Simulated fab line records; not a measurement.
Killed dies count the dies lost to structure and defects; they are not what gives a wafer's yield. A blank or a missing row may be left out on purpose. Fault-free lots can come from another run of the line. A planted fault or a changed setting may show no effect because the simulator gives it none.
A lot that was struck, set against a sound lot :: flow n5 finfet :: 39 steps out of a route of 1938
Sound: wafers L743.1, L743.2, L743.3. Struck: wafer L731.1. (L731.2 of the same lot was not struck and is left out.) The cause comes at the end.
Per side, at each step with rows, come the tool, then ch with its chambers, and then its first start. Under that, the readings that differ: sound wafers :: struck wafers :: difference of the means :: sigmas: that difference in standard deviations of wafers without a fault.
alike: readings with means less than 2 such deviations apart, plus words and numbers identical on both sides. not compared: withheld readings, readings lacking a value on some wafer, bounds such as >300 that could conceal the same value, and numbers that have no deviation in the record and whose values overlap.
A row with sigmas, a row that says differs or no value, or rows on one side alone: a step with any of these is where the two part. Numbers that have no deviation but don't overlap get no sigmas and don't part them. Lack of a reading on every wafer of one side parts them only where that side has two or more wafers.

first, 9 steps without rows for these wafers: N5_MOL_CONTACT_COAG_PRE_CLEAN_121; N5_MOL_CONTACT_COAG_CVD_140 (deposits W, target thk 66.5 nm, time 215 s); N5_MOL_CONTACT_COAG_PRECLEAN_127 (cleans in DIW, time 57.5 s); N5_MOL_CONTACT_COAG_SRD_128 (dry time 32 s); N5_MOL_CONTACT_COAG_CMP_52 (polishes, stops on SiO2, t overpolish 1.5 s, target thk 66.5 nm); N5_MOL_CONTACT_COAG_ANNEAL_112 (time 1800 s); N5_BEOL_M0_SAQP_PECVD_00 (deposits SiCN from 3MS/NH3, target thk 8 nm, time 14 s); N5_BEOL_M0_SAQP_ILD_DEP_01 (deposits SiOC from DEMS/O2, target thk 45.419 nm, time 8.7 s); N5_BEOL_M0_SAQP_HM_DEP_02 (deposits TiN, target thk 12 nm).
N5_BEOL_M0_SAQP_PECVD_03: deposits SiCN from 3MS/NH3, target thk 12 nm, time 21.1 s.
  sound on pecvd-02 ch 0,1,2, day 10 15:10; struck on pecvd-04 ch 1, day 7 22:02
reading: run length s (s)
sound: 51.1 50.8 51.7
struck: 52.6
difference: +1.4
sigmas: +3

reading: model.SiCN_of_BEOL_M0_SAQP_PECVD_03.thk nm (nm)
sound: 11.6 11.8 11.6
struck: 12.4
difference: +0.7
sigmas: 
  alike: showerhead plenum p Torr, throttle valve pct
then, 25 steps without rows for these wafers: N5_BEOL_M0_SAQP_PECVD_96 (deposits a-Si from SiH4/He, target thk 45 nm, time 45.2 s); N5_BEOL_M0_SAQP_PECVD_97 (deposits SiNx from SiH4/NH3/N2, target thk 23 nm, time 19.9 s); N5_BEOL_M0_SAQP_PECVD_04 (deposits a-Si from SiH4/He, target thk 60 nm, time 60.2 s); N5_BEOL_M0_SAQP_HM_DEP_111 (deposits SiO2 from SiH4/N2O, target thk 12 nm, time 7.2 s); N5_BEOL_M0_SAQP_COAT_81 (time 60 s, resist thk 100 nm); N5_BEOL_M0_SAQP_COAT_82 (time 60 s, resist thk 30 nm); N5_BEOL_M0_SAQP_COAT_08 (resist thk 90 nm); N5_BEOL_M0_SAQP_EBR_10; N5_BEOL_M0_SAQP_SOFTBAKE_09 (time 60 s); N5_BEOL_M0_SAQP_EXPOSE_11 (exposes mask M0 CORE, target cd 42 nm); N5_BEOL_M0_SAQP_PEB_12 (peb time 60 s); N5_BEOL_M0_SAQP_DEVELOP_13 (develop time 30 s); N5_BEOL_M0_SAQP_DESCUM_19 (chemistry O2, time 7.9 s); N5_BEOL_M0_SAQP_ETCH_83 (etches SiARC in CF4, target depth 39 nm, time 65 s); N5_BEOL_M0_SAQP_ETCH_84 (etches SOC in N2/H2, target depth 100 nm, overetch 20 nm, time 150 s); N5_BEOL_M0_SAQP_STRIP_80 (strips in N2/H2); N5_BEOL_M0_SAQP_HM_OPEN_112 (chemistry CHF3/O2, target SiO2, stops on a-Si, target depth 12 nm, time 13.5 s); N5_BEOL_M0_SAQP_STRIP_113 (strips in CHF3/O2); N5_BEOL_M0_SAQP_MANDREL_ETCH_20 (etches a-Si in HBr/Cl2, stops on SiNx, target depth 60 nm, bt time 10 s, time 30 s); N5_BEOL_M0_SAQP_STRIP_86 (strips in N2/H2); N5_BEOL_M0_SAQP_STRIP_115 (strips in post etch residue remover, time 60 s); N5_BEOL_M0_SAQP_SRD_93 (time 30 s); N5_BEOL_M0_SAQP_RECESS_114 (chemistry HF/NH3, target SiO2, target depth 14.4 nm, afs cycles 3, sublimation time 60 s); N5_BEOL_M0_SAQP_SPACER1_ALD_98 (deposits SiO2, target thk 12.8 nm, pulse time 1 s, purge time 2 s); N5_BEOL_M0_SAQP_SPACER1_ETCHBACK_99 (etches SiO2 in CHF3/O2, target depth 15.4 nm, time 7.7 s).
N5_BEOL_M0_SAQP_RECESS_109: chemistry HF/NH3, target SiO2, target depth 3 nm, afs cycles 1, sublimation time 60 s.
  sound on vapor etch-01 ch 0,1, day 10 18:15; struck on vapor etch-02 ch 1, day 8 01:32
reading: foreline p Torr (Torr)
sound: 0.1279 0.1285 0.1280
struck: 0.1294
difference: +0.0013
sigmas: +3

reading: model.SiCN_of_BEOL_M0_SAQP_PECVD_03.thk nm (nm)
sound: 8.2 8.4 8.2
struck: 9
difference: +1
sigmas: 
  alike: drypump motor current A
N5_BEOL_M0_ETCH_138: etches SiCN in CH3F/O2, target depth 12 nm, time 31.6 s.
  sound on rie diel-05 ch 0,1,3, day 10 21:28; struck on rie diel-02 ch 0, day 8 04:38
reading: chamber pressure mTorr (mTorr)
sound: 30.038 29.991 29.999
struck: 29.902
difference: -0.107
sigmas: -4

reading: etch rf on time s (s)
sound: 28.2 29.0 28.0
struck: 30.7
difference: +2.3
sigmas: +3

reading: showerhead plenum p Torr (Torr)
sound: 2.06 2.13 2.03
struck: 1.91
difference: -0.16
sigmas: -2

reading: model.etch.depth nm (nm)
sound: 8.109 8.348 8.113
struck: 8.919
difference: +0.729
sigmas: 
  alike: drypump motor current A, oes product au, rf vpp V, throttle valve pct
  not compared: rf hours counter h
N5_BEOL_M0_ETCH_128: etches SiCN in CF4/N2, target depth 12 nm, overetch 5.1 nm, time 21.4 s.
  sound on rie diel-05 ch 0,2,3, day 10 23:59; struck on rie diel-04 ch 1, day 8 07:37
reading: oes product au (a.u.)
sound: 0.59 0.47 0.47
struck: 0.63
difference: +0.12
sigmas: +2

reading: model.etch.depth nm (nm)
sound: 8.109 8.348 8.113
struck: 8.919
difference: +0.729
sigmas: 
  alike: chamber pressure mTorr, drypump motor current A, n2 flow sccm, rf vpp V, showerhead plenum p Torr, throttle valve pct
  not compared: rf hours counter h
-- record jumps: 6 days separate the struck wafers' starts on either side; left off in module BEOL_M0, taken up again in module BEOL_M4, whose first shown step is the route's number 1111 --
N5_BEOL_M4_RC_MEAS_101:
  sound on prober-01 ch 0, day 16 08:12; struck on prober-02 ch 0, day 13 23:03
reading: IOFF_P (nA/um)
sound: 0.284 0.258 0.238
struck: 0.188
difference: -0.072
sigmas: -3

reading: ION_P (uA/um)
sound: 470 465 470
struck: 454
difference: -14
sigmas: -2
  alike: DIBL_N, DIBL_P, IOFF_N, ION_N, SS_N, SS_P, VT_N, VT_P

## WHERE THEY PART
Last at N5_BEOL_M4_RC_MEAS_101 as far as this record goes, first at N5_BEOL_M0_SAQP_PECVD_03.

WHY: whatever the simulator had introduced
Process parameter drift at N5_BEOL_M0_SAQP_PECVD_03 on pecvd-04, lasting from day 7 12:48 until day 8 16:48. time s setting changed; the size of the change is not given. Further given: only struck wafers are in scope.
